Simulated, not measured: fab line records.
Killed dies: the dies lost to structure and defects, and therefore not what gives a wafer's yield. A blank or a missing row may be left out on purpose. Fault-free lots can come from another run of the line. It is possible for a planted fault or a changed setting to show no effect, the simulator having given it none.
Split-lot study -- flow n5 finfet -- 7 lots, 21 wafers read, on a route of 1938 steps

== THE SPLIT ITSELF ==
At N5_BEOL_M1_COAT_62 (time 60 s, resist thk 12 nm), the setting spin rpm was moved away from the recipe's 1500 rpm on 6 of the 21 wafers read, by -7.0% to +10.8%. For the rest of the wafers, this setting stayed at what the recipe calls for.

== FROM THE SPLIT TO THE READING: what the file shows between them, 7 steps ==
- N5_BEOL_M1_EXPOSE_08: exposes mask M1 (also split here: dose mj)
- N5_BEOL_M1_PEB_09: peb time 60 s
- N5_BEOL_M1_DEVELOP_10: develop time 30 s
- N5_BEOL_M1_CD_MEAS_11: target cd 17.05 nm
- N5_BEOL_M1_DESCUM_16: chemistry O2, time 7 s
- N5_BEOL_M1_ETCH_74: etches underlayer in N2/H2, target depth 6.5 nm, time 5.2 s
- N5_BEOL_M1_ETCH_63: etches SiARC in CF4, target depth 15.6 nm, time 26 s

== THE READING ==
SiARC_of_BEOL_M1_COAT_62.thk nm (the simulator's own value, which no gauge read), in nm, at N5_BEOL_M1_ETCH_64 (etches SOC in N2/H2, target depth 75 nm, overetch 15 nm, time 112.5 s). No usual value for it is given in the file. Across the 15 wafers here that went through the recipe, the average is 6.8 nm and the standard deviation 0.088 nm.

wafer,"tool, chamber at the split","spin rpm as run, rpm",against the recipe,"SiARC_of_BEOL_M1_COAT_62.thk nm, nm",against lot-mates on the recipe
L079.3,"litho track-01, 0",1500,recipe,6.6,-
L079.4,"litho track-01, 0",1662,+10.8%,6.2,-0.5
L079.6,"litho track-01, 0",1500,recipe,6.8,-
L085.1,"litho track-03, 0",1500,recipe,7,-
L085.4,"litho track-03, 0",1395,-7.0%,7.4,+0.4
L085.5,"litho track-03, 0",1395,-7.0%,7.4,+0.4
L087.2,"litho track-03, 0",1500,recipe,6.8,-
L087.3,"litho track-03, 0",1500,recipe,6.8,-
L087.5,"litho track-03, 0",1500,recipe,7,-
L089.3,"litho track-03, 0",1416,-5.6%,7.2,+0.4
L089.5,"litho track-03, 0",1500,recipe,6.8,-
L089.6,"litho track-03, 0",1500,recipe,6.8,-
L090.2,"litho track-01, 0",1395,-7.0%,7.2,+0.4
L090.5,"litho track-01, 0",1395,-7.0%,7.2,+0.4
L090.6,"litho track-01, 0",1500,recipe,6.8,-
L094.1,"litho track-03, 0",1500,recipe,6.8,-
L094.4,"litho track-03, 0",1500,recipe,6.8,-
L094.6,"litho track-03, 0",1500,recipe,6.8,-
L097.2,"litho track-02, 0",1500,recipe,6.8,-
L097.3,"litho track-02, 0",1500,recipe,6.8,-
L097.6,"litho track-02, 0",1500,recipe,6.8,-

FIT RESULTS
A straight line over all 21 wafers: SiARC_of_BEOL_M1_COAT_62.thk nm changes by -0.0644 nm for each +1% of spin rpm; r = -0.94; the points scatter about the line by 0.094 nm.
The same after taking each lot's own level away (the mean of its wafers on the recipe; 21 wafers): -0.0539 nm for each +1%; r = -0.97; scatter 0.057 nm.
Per that fit: largest spin rpm move, reading shift of 0.58 nm.
Measured against the standard deviation above, the lots' own levels, which go from 6.70 to 7.00 nm, span 3.4 times it.
So the slope is not independent of the lot-to-lot level: the two fits are not the same.
Check: with one of the wafers moved furthest among these (+10.8%) left out of the fit, the line predicts -0.636 nm for it against its lot-mates. It came out at -0.5 nm against them.

== FURTHER SPLITS ON THESE WAFERS ==
These wafers also went through other splits before the reading. Each is held against what the fit with the lots' levels taken away leaves over:
other split on the same wafers,wafers away from the commonest value,r with SiARC_of_BEOL_M1_COAT_62.thk nm (lot level and that fit taken away)
N5_BEOL_M0_CUTY_EXPOSE_54 dose mj,8,-0.07
N5_BEOL_M1_EXPOSE_08 dose mj,8,+0.25

== THE WHOLE CHAIN: every reading that the file lists as answering this split, in the file's order ==
step,what it does,reading,change (the file's fit),r (the file's)
N5_BEOL_M1_COAT_62,"time 60 s, resist thk 12 nm","SiARC_of_BEOL_M1_COAT_62.thk nm (the simulator's own value, which no gauge read)",-0.0667 nm for each +1% of the setting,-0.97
N5_BEOL_M1_ETCH_63,"etches SiARC in CF4, target depth 15.6 nm, time 26 s","etch.depth nm (the simulator's own value, which no gauge read)",-0.0621 nm for each +1% of the setting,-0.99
N5_BEOL_M1_ETCH_63,"etches SiARC in CF4, target depth 15.6 nm, time 26 s","CAR-EUV_of_BEOL_M1_COAT_05.thk nm (the simulator's own value, which no gauge read)",+0.042 nm for each +1% of the setting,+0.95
N5_BEOL_M1_ETCH_64,"etches SOC in N2/H2, target depth 75 nm, overetch 15 nm, time 112.5 s","SiARC_of_BEOL_M1_COAT_62.thk nm (the simulator's own value, which no gauge read)",-0.0538 nm for each +1% of the setting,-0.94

== THE FILE'S OWN FIT ==
SiARC_of_BEOL_M1_COAT_62.thk nm changes by -0.0538 nm for each +1% of spin rpm, r = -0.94.
